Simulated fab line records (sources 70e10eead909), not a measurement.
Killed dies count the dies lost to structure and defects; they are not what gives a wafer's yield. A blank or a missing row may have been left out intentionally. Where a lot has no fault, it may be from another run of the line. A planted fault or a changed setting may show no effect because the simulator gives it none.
fab line records ; flow nand_harc
record lots=13; wafers=39; last_day=24
route steps=1159 shown P_ZERO_WELL@16 P_STI@72 END@1159
lots untouched by any fault: they come from a run of this same line in which no faults occurred
start_h: hours from the record's opening day to when the first of the lot's shown wafers began ; wait_h: how many hours have passed since the lot's step before this one ; " the same as in the row above ; L1.1+2: a row that stands for several wafers ; - either no value or no given start ; * or withheld: withheld ; < > ~ a bound
route shown NAME@n: names a module that has steps shown in the file, with the first one's number in the route ; usual: mean/standard deviation of fault-free wafers ; same: alike in all rows ; chamber/n: place in a boat ; sites: readings site by site ; _std_site: the standard deviation of these ; _edge_site: the outer-site mean with the inner-site mean subtracted ; radius_mm: for every site, how far away it sits from the centre of the wafer ; mask NAME#n: copy n ; behind: tool/chamber where the wafer was last shaped ; hold: why the lot went on hold/how many hours it stayed there/how the hold came to an end ; device: whichever transistor did not switch (one of n, p or np) ; end of line: tests of these same wafers at the route's end ; for a step that has no rows: nothing shown but its recipe ; killed: count of dies lost to structure and defects at first sort (not the wafer's yield) ; map: the dies of a wafer, with x for killed, . for not killed, _ for no die there
set.NAME: the run value of the setting; set.NAME@STEP: its run value at that earlier step ; model.NAME: the simulator's own value behind a step, which no gauge read
one table for each step of the route and one row for each wafer, over a sample of lots
services: the hour from which a tool's chamber was out of use, counted from the record's first day as start_h (under 0 if before that day), plus the number of hours and why
## steps
# step NHARC_P_ZERO_WELL_DESCUM_13
# recipe time_s=3; o2_flow_sccm=200; ar_flow_sccm=0; bias_power_w=0; chemistry=O2
# usual drypump_motor_current_A=5.6/0.36; oes_product_au=1.004/0.013; rf_vpp_V=58.1/0.86; showerhead_plenum_p_Torr=1.95/0.064; throttle_valve_pct=11.311/0.009
lot.wafer;tool;chamber;start_h;wait_h;drypump_motor_current_A;oes_product_au;rf_hours_counter_h;rf_vpp_V;showerhead_plenum_p_Torr;throttle_valve_pct
L790.2;rie_diel-12;1;13.29;-;6.3;0.997;9.3;57.3;2.03;11.307
L790.1;rie_diel-12;3;13.29;-;6.1;1.011;10.0;56.6;1.86;11.314
L790.5;rie_diel-12;2;13.29;-;5.1;0.992;-;58.1;1.94;11.311
L791.1;rie_diel-08;0;19.40;-;6.0;0.986;3.3;57.4;2.00;11.296
L791.4;rie_diel-08;2;19.40;-;5.7;1.025;4.0;58.4;1.92;11.304
L791.6;rie_diel-08;0;19.40;-;6.0;0.988;-;60.1;2.00;11.312
L793.4;rie_diel-08;2;31.60;-;5.7;1.021;4.7;59.0;1.92;11.312
L793.6;rie_diel-08;1;31.60;-;5.4;0.995;-;56.9;1.80;11.321
L793.5;rie_diel-08;2;31.60;-;5.7;1.021;-;56.8;1.92;11.318
L794.1;rie_diel-08;2;37.40;-;5.7;1.037;5.4;57.5;1.92;11.299
L794.4;rie_diel-08;0;37.40;-;6.0;0.997;5.0;58.3;2.00;11.316
L794.3;rie_diel-08;1;37.40;-;5.4;0.988;4.8;58.1;1.80;11.312
L796.4;rie_diel-08;3;49.44;-;6.0;0.992;5.3;59.7;1.90;11.311
L796.1;rie_diel-08;0;49.44;-;6.0;0.987;5.3;58.4;2.00;11.311
L796.3;rie_diel-08;2;49.44;-;5.7;1.027;5.6;57.3;1.92;11.315
L798.2;rie_diel-08;0;61.28;-;6.0;0.991;5.7;57.3;2.00;11.300
L798.4;rie_diel-08;1;61.28;-;5.3;1.002;5.6;56.9;1.80;11.311
L798.1;rie_diel-08;2;61.28;-;5.7;1.016;5.7;57.6;1.92;11.306
L799.2;rie_diel-11;2;67.40;-;5.6;1.018;2.0;57.2;1.98;11.299
L799.4;rie_diel-11;3;67.40;-;5.4;1.010;2.6;55.7;1.95;11.323
L799.1;rie_diel-11;1;67.40;-;5.2;1.018;2.4;58.8;1.94;11.310
L801.4;rie_diel-11;3;79.29;-;5.4;1.006;3.8;58.1;1.95;11.310
L801.1;rie_diel-11;0;79.29;-;5.4;1.007;4.5;57.5;2.01;11.299
L801.5;rie_diel-11;3;79.29;-;5.4;1.007;-;58.6;1.95;11.306
L802.1;rie_diel-12;2;85.44;-;5.1;1.010;3.6;57.4;1.94;11.308
L802.3;rie_diel-12;3;85.44;-;6.1;0.999;3.9;57.0;1.86;11.318
L802.5;rie_diel-12;1;85.44;-;6.3;1.023;-;57.9;2.03;11.332
L803.1;rie_diel-12;1;91.37;-;6.3;1.018;4.5;59.4;2.03;11.305
L803.6;rie_diel-12;1;91.37;-;6.3;1.011;-;57.7;2.03;11.310
L803.5;rie_diel-12;2;91.37;-;5.1;1.002;-;58.1;1.94;11.312
L805.2;rie_diel-11;2;103.39;-;5.6;0.996;5.7;57.6;1.98;11.300
L805.1;rie_diel-11;0;103.39;-;5.4;1.016;5.0;58.4;2.01;11.308
L805.6;rie_diel-11;3;103.39;-;5.4;0.996;-;58.0;1.95;11.306
L806.3;rie_diel-11;3;109.29;-;5.4;1.010;6.1;58.9;1.95;11.310
L806.1;rie_diel-11;0;109.29;-;5.4;1.020;5.2;59.0;2.01;11.294
L806.6;rie_diel-11;1;109.29;-;5.2;0.986;-;58.1;1.94;11.318
L807.4;rie_diel-11;3;115.43;-;5.4;1.008;6.2;57.7;1.94;11.311
L807.6;rie_diel-11;0;115.43;-;5.4;1.033;-;57.6;2.01;11.321
L807.5;rie_diel-11;1;115.43;-;5.2;1.002;-;58.4;1.93;11.318
# step NHARC_P_ZERO_WELL_CD_MEAS_24
# recipe target_cd_nm=720; landing_energy_ev=500
# usual cd_nm=718.2/2
lot.wafer;tool;chamber;start_h;wait_h;cd_nm
L790.1;cd_sem-03;0;14.48;-;716.3
L790.2;cd_sem-03;0;14.48;-;719.2
L790.5;cd_sem-03;0;14.48;-;719.8
L791.1;cd_sem-03;0;20.59;-;714.6
L791.4;cd_sem-03;0;20.59;-;717.0
L791.6;cd_sem-03;0;20.59;-;715.9
L793.4;cd_sem-01;0;32.69;-;717.2
L793.5;cd_sem-01;0;32.69;-;715.0
L793.6;cd_sem-01;0;32.69;-;718.0
L794.1;cd_sem-02;0;38.59;-;721.6
L794.3;cd_sem-02;0;38.59;-;720.4
L794.4;cd_sem-02;0;38.59;-;722.0
L796.1;cd_sem-01;0;50.49;-;717.3
L796.3;cd_sem-01;0;50.49;-;715.0
L796.4;cd_sem-01;0;50.49;-;718.9
L798.1;cd_sem-02;0;62.33;-;718.8
L798.2;cd_sem-02;0;62.33;-;717.4
L798.4;cd_sem-02;0;62.33;-;717.6
L799.1;cd_sem-02;0;68.59;-;716.0
L799.2;cd_sem-02;0;68.59;-;719.6
L799.4;cd_sem-02;0;68.59;-;719.9
L801.1;cd_sem-03;0;80.35;-;717.6
L801.4;cd_sem-03;0;80.35;-;716.3
L801.5;cd_sem-03;0;80.35;-;713.8
L802.1;cd_sem-02;0;86.48;-;719.2
L802.3;cd_sem-02;0;86.48;-;719.6
L802.5;cd_sem-02;0;86.48;-;720.2
L803.1;cd_sem-01;0;92.56;-;716.4
L803.5;cd_sem-01;0;92.56;-;715.7
L803.6;cd_sem-01;0;92.56;-;716.4
L805.1;cd_sem-01;0;104.62;-;718.1
L805.2;cd_sem-01;0;104.62;-;718.5
L805.6;cd_sem-01;0;104.62;-;719.4
L806.1;cd_sem-01;0;110.46;-;719.0
L806.3;cd_sem-01;0;110.46;-;719.1
L806.6;cd_sem-01;0;110.46;-;717.6
L807.4;cd_sem-02;0;116.60;-;716.4
L807.5;cd_sem-02;0;116.60;-;717.4
L807.6;cd_sem-02;0;116.60;-;716.0
# step NHARC_P_ZERO_WELL_RTA_42
# recipe temp_c=1100; time_s=300
# usual lamp_power_pct=42.7/2.1; lamp_zone_2_pct=42.7/2.1; wafer_temp_C_max=1105.8/1
lot.wafer;tool;chamber;start_h;wait_h;lamp_power_pct;lamp_zone_2_pct;wafer_temp_C_max
L790.1;rtp_anneal-01;0;18.92;-;40.2;40.2;1105.2
L790.2;rtp_anneal-01;0;18.92;-;40.3;40.2;1106.8
L790.5;rtp_anneal-01;0;18.92;-;40.2;40.2;1105.5
L791.1;rtp_anneal-02;0;25.08;-;44.5;44.4;1105.3
L791.4;rtp_anneal-02;0;25.08;-;44.5;44.5;1105.1
L791.6;rtp_anneal-02;0;25.08;-;44.4;44.5;1106.0
L793.4;rtp_anneal-02;0;37.40;-;44.3;44.3;1104.1
L793.5;rtp_anneal-02;0;37.40;-;44.3;44.3;1105.3
L793.6;rtp_anneal-02;0;37.40;-;44.3;44.4;1105.5
L794.1;rtp_anneal-01;0;42.88;-;40.3;40.2;1106.4
L794.3;rtp_anneal-01;0;42.88;-;40.2;40.3;1107.7
L794.4;rtp_anneal-01;0;42.88;-;40.3;40.2;1105.8
L796.1;rtp_anneal-01;0;61.19;-;40.2;40.3;1105.4
L796.3;rtp_anneal-01;0;61.19;-;40.2;40.3;1106.4
L796.4;rtp_anneal-01;0;61.19;-;40.2;40.2;1105.7
L798.1;rtp_anneal-02;0;66.64;-;44.5;44.5;1104.9
L798.2;rtp_anneal-02;0;66.64;-;44.5;44.4;1106.7
L798.4;rtp_anneal-02;0;66.64;-;44.6;44.4;1105.1
L799.1;rtp_anneal-02;0;72.76;-;44.4;44.4;1105.2
L799.2;rtp_anneal-02;0;72.76;-;44.4;44.5;1105.2
L799.4;rtp_anneal-02;0;72.76;-;44.4;44.5;1104.4
L801.1;rtp_anneal-02;0;84.78;-;44.4;44.4;1105.2
L801.4;rtp_anneal-02;0;84.78;-;44.3;44.4;1104.0
L801.5;rtp_anneal-02;0;84.78;-;44.4;44.4;1105.7
L802.1;rtp_anneal-01;0;90.78;-;40.2;40.3;1104.9
L802.3;rtp_anneal-01;0;90.78;-;40.2;40.2;1105.8
L802.5;rtp_anneal-01;0;90.78;-;40.3;40.2;1107.2
L803.1;rtp_anneal-01;0;96.87;-;40.3;40.2;1105.4
L803.5;rtp_anneal-01;0;96.87;-;40.2;40.3;1108.3
L803.6;rtp_anneal-01;0;96.87;-;40.2;40.3;1107.0
L805.1;rtp_anneal-02;0;109.05;-;44.4;44.5;1104.6
L805.2;rtp_anneal-02;0;109.05;-;44.4;44.5;1105.7
L805.6;rtp_anneal-02;0;109.05;-;44.5;44.4;1106.0
L806.1;rtp_anneal-02;0;114.66;-;44.3;44.3;1105.2
L806.3;rtp_anneal-02;0;114.66;-;44.3;44.3;1106.7
L806.6;rtp_anneal-02;0;114.66;-;44.3;44.3;1105.3
L807.4;rtp_anneal-02;0;121.33;-;44.4;44.5;1108.6
L807.5;rtp_anneal-02;0;121.33;-;44.6;44.4;1106.5
L807.6;rtp_anneal-02;0;121.33;-;44.5;44.5;1107.0
# step NHARC_P_STI_OXIDE_29
# recipe target_thk_a=100; temp_c=900; ox_time_s=1362; material=SiO2
# usual zone_power_centre_pct=16.9/0.9
lot.wafer;tool;chamber;start_h;wait_h;zone_power_centre_pct
L790.1;furnace-06;0;26.27;-;18.0
L790.2;furnace-06;0;26.27;-;18.0
L790.5;furnace-06;0;26.27;-;17.9
L791.1;furnace-06;0;26.27;-;18.1
L791.4;furnace-06;0;26.27;-;18.0
L791.6;furnace-06;0;26.27;-;18.4
L793.4;furnace-02;0;41.65;-;17.9
L793.5;furnace-02;0;41.65;-;17.5
L793.6;furnace-02;0;41.65;-;17.6
L794.1;furnace-02;0;49.02;-;17.7
L794.3;furnace-02;0;49.02;-;18.0
L794.4;furnace-02;0;49.02;-;17.7
L796.1;furnace-06;0;65.45;-;17.5
L796.3;furnace-06;0;65.45;-;18.0
L796.4;furnace-06;0;65.45;-;18.0
L798.1;furnace-07;0;72.83;-;16.2
L798.2;furnace-07;0;72.83;-;16.2
L798.4;furnace-07;0;72.83;-;15.6
L799.1;furnace-06;0;77.43;-;18.2
L799.2;furnace-06;0;77.43;-;18.0
L799.4;furnace-06;0;77.43;-;18.0
L801.1;furnace-06;0;86.21;-;18.0
L801.4;furnace-06;0;86.21;-;18.1
L801.5;furnace-06;0;86.21;-;17.5
L802.1;furnace-07;0;95.46;-;16.2
L802.3;furnace-07;0;95.46;-;16.1
L802.5;furnace-07;0;95.46;-;16.3
L803.1;furnace-06;0;103.16;-;17.7
L803.5;furnace-06;0;103.16;-;18.1
L803.6;furnace-06;0;103.16;-;17.8
L805.1;furnace-07;0;121.57;-;16.1
L805.2;furnace-07;0;121.57;-;15.6
L805.6;furnace-07;0;121.57;-;16.1
L805.1;furnace-06;0;126.14;0.9;17.8
L805.2;furnace-06;0;126.14;0.9;17.9
L805.6;furnace-06;0;126.14;0.9;17.9
L806.1;furnace-07;0;121.57;-;16.2
L806.3;furnace-07;0;121.57;-;16.2
L806.6;furnace-07;0;121.57;-;15.9
L807.4;furnace-07;0;129.59;-;16.4
L807.5;furnace-07;0;129.59;-;16.0
L807.6;furnace-07;0;129.59;-;16.4
L807.4;furnace-07;0;137.85;4.6;15.8
L807.5;furnace-07;0;137.85;4.6;16.1
L807.6;furnace-07;0;137.85;4.6;16.4
# step NHARC_END_SORT_01
# recipe temp_c=25
# usual killed_at_array=28/11; killed_at_other=0.8/1.1; killed_at_periphery=3.3/2.8; killed_dies=32/11; killed_open=3.3/1.9; killed_short=1.9/1.4
# same gross_dies=677
lot.wafer;tool;chamber;start_h;wait_h;killed_at_array;killed_at_other;killed_at_periphery;killed_dies;killed_open;killed_short
L805.1;prober-02;0;553.15;2.5;46;1;4;51;4;3
L805.2;prober-02;0;553.95;2.8;49;0;0;49;1;1
L805.6;prober-02;0;557.16;4.0;48;1;0;49;1;2
# killed by level:class
L805.1 A_CHANNEL_HOLE_D1:chamber_film_flake=21 A_CONTACT:chamber_film_flake=10 A_SLIT:chamber_film_flake=10 P_STI:geometric_particle:short=1 P_GATE:geometric_particle:open=1 P_M0:geometric_particle:short=1 A_SOURCE_PLATE:geometric_particle:open=1 A_CHANNEL_FILL_D1:geometric_particle:short=1
L805.2 A_CHANNEL_HOLE_D1:chamber_film_flake=26 A_SLIT:chamber_film_flake=10 A_CONTACT:chamber_film_flake=7 A_STAIRCASE:chamber_film_flake=3 A_WL_FILL:geometric_particle:short=1 A_BLC:geometric_particle:open=1 A_ZERO_WELL:chamber_film_flake=1
L805.6 A_CHANNEL_HOLE_D1:chamber_film_flake=23 A_SLIT:chamber_film_flake=14 A_CONTACT:chamber_film_flake=7 A_STAIRCASE:chamber_film_flake=2 A_ONON_D1:geometric_particle:open=1 A_WL_FILL:geometric_particle:short=1 STARTING-WAFER:geometric_particle:short=1
## services
tool;chamber;start_h;hours;kind
rie_diel-11;0;-8.36;-;clean
rie_diel-11;1;-8.36;-;clean
rie_diel-11;2;-8.36;-;clean
rie_diel-11;3;-8.36;-;clean
rie_diel-08;0;5.80;-;clean
rie_diel-08;1;5.80;-;clean
rie_diel-08;2;5.80;-;clean
rie_diel-08;3;5.80;-;clean
rie_diel-11;-;12.50;9.0;pm
rie_diel-11;0;12.50;9.0;vent_cycle
rie_diel-11;1;12.50;9.0;vent_cycle
rie_diel-11;2;12.50;9.0;vent_cycle
rie_diel-11;3;12.50;9.0;vent_cycle
rie_diel-12;2;19.39;2.9;repair
rie_diel-11;0;21.50;-;clean
rie_diel-11;1;21.50;-;clean
rie_diel-12;-;25.40;9.0;pm
rie_diel-12;-;38.03;0.2;repair
rie_diel-08;2;53.15;6.8;repair
rtp_anneal-02;-;75.13;0.4;repair
rie_diel-11;0;82.37;8.3;repair
furnace-02;-;111.59;26.0;pm
rie_diel-08;-;124.80;9.0;pm
rie_diel-08;1;135.30;4.5;repair
## key
first_sign step=NHARC_P_STI_OXIDE_29; reading=visit; direction=added
effect none on later readings
met_at NHARC_P_STI_OXIDE_29
struck_lots L805,L807
tester_left_out L805,L807
not_acting_at NHARC_P_ZERO_WELL_DESCUM_13,NHARC_P_ZERO_WELL_CD_MEAS_24,NHARC_P_ZERO_WELL_RTA_42
fault kind=repeated_step_whole; tool=furnace-02,furnace-06,furnace-07; chamber=-; onset_h=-; steps=NHARC_P_STI_OXIDE_29; times=1; scope=struck_lots_only
# tester_left_out: of these lots the tester's yield and bins aren't shown, on N5 and GAA mostly nor the transistor test; their killed dies are dies lost to structure and defects alone, not to doping, threshold or leakage, so they don't give the yield
